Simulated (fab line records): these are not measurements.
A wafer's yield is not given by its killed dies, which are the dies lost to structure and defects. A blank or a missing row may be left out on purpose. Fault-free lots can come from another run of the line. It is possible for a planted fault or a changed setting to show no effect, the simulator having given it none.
Chamber matching + flow nandHarc + 4 sister chambers for NHARC_A_WL_FILL_CMP_12 on cmp-03
The step polishes, t overpolish 30 s, target thk 75 nm. 18 wafers are shown with their chamber, then 9 later ones without.

WAFERS PAIRED WITH THEIR CHAMBERS
| wafer  | chamber | motorCurrentA (A) | timeToEndpointS (s) | overpolishRunS (s) |
|--------|---------|-------------------|---------------------|--------------------|
| L074.2 | 1       | 11.7              | 15.5                | 30.003             |
| L074.3 | 3       | 12.1              | 14.9                | 29.998             |
| L074.5 | 3       | 11.9              | 14.9                | 30.014             |
| L077.2 | 2       | 11.7              | 18.3                | 30.004             |
| L077.3 | 1       | 11.4              | 17.7                | 30.001             |
| L077.4 | 3       | 12.6              | 12.4                | 30.009             |
| L078.1 | 0       | 12.4              | 13.9                | 30.004             |
| L078.2 | 3       | 13.0              | 14.0                | 29.998             |
| L078.3 | 1       | 10.8              | 15.6                | 29.992             |
| L085.2 | 2       | 11.7              | 13.9                | 29.979             |
| L085.3 | 3       | 12.9              | 11.4                | 29.991             |
| L085.5 | 0       | 13.4              | 12.6                | 29.994             |
| L086.3 | 1       | 11.1              | 13.0                | 29.986             |
| L086.5 | 0       | 12.8              | 11.9                | 30.000             |
| L086.6 | 1       | 11.2              | 12.5                | 29.973             |
| L091.2 | 3       | 12.8              | 11.3                | 30.000             |
| L091.5 | 0       | 13.3              | 14.7                | 30.016             |
| L091.6 | 1       | 11.5              | 16.8                | 29.979             |

SIGNATURES (averages over the wafers above)
| reading         | chamber 0 | chamber 1 | chamber 2 | chamber 3 | scatter within a chamber |
|-----------------|-----------|-----------|-----------|-----------|--------------------------|
| motorCurrentA   | 12.975    | 11.283    | 11.700    | 12.550    | 0.394                    |
| timeToEndpointS | 13.275    | 15.183    | 16.100    | 13.150    | 1.88                     |
| overpolishRunS  | 30.00350  | 29.98900  | 29.99150  | 30.00167  | 0.0108                   |
Rule: a wafer's distance from a chamber is the root of the sum, over the readings, of the square of ((its reading less the chamber's mean) divided by the reading's scatter). The wafer belongs to the nearest chamber; if the next one is less than 2 further off, it can't be placed. The scatter: take each reading less its chamber's mean, square it, sum over the shown wafers, divide by the number of wafers less the number of chambers, and take the root.

WAFERS WITH NO CHAMBER GIVEN
| wafer  | motorCurrentA (A) | timeToEndpointS (s) | overpolishRunS (s) |
|--------|-------------------|---------------------|--------------------|
| L094.2 | 13.5              | 14.8                | 29.996             |
| L094.3 | 12.3              | 11.6                | 30.007             |
| L094.6 | 11.8              | 11.1                | 29.999             |
| L092.1 | 12.3              | 15.0                | 29.998             |
| L092.2 | 11.6              | 15.5                | 29.987             |
| L092.4 | 11.5              | 13.8                | 29.991             |
| L093.3 | 11.3              | 14.9                | 30.011             |
| L093.5 | 12.0              | 13.1                | 30.002             |
| L093.6 | 12.0              | 14.9                | 30.010             |

WHICH CHAMBER EACH WENT THROUGH
| wafer  | from the rows above               | in truth |
|--------|-----------------------------------|----------|
| L094.2 | can't be placed: 0 or 3           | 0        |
| L094.3 | can't be placed: 3 or 0           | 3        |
| L094.6 | can't be placed: 3 or 1 or 2 or 0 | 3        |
| L092.1 | can't be placed: 3 or 2 or 0 or 1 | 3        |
| L092.2 | can't be placed: 2 or 1           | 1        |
| L092.4 | can't be placed: 1 or 2 or 3      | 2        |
| L093.3 | can't be placed: 1 or 2 or 3      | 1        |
| L093.5 | can't be placed: 3 or 2 or 1 or 0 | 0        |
| L093.6 | can't be placed: 3 or 2 or 1 or 0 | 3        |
Placed correctly: 0 of 9. These rows do not allow placing 9 (true chamber among the candidates in 9). Wrongly placed: 0.
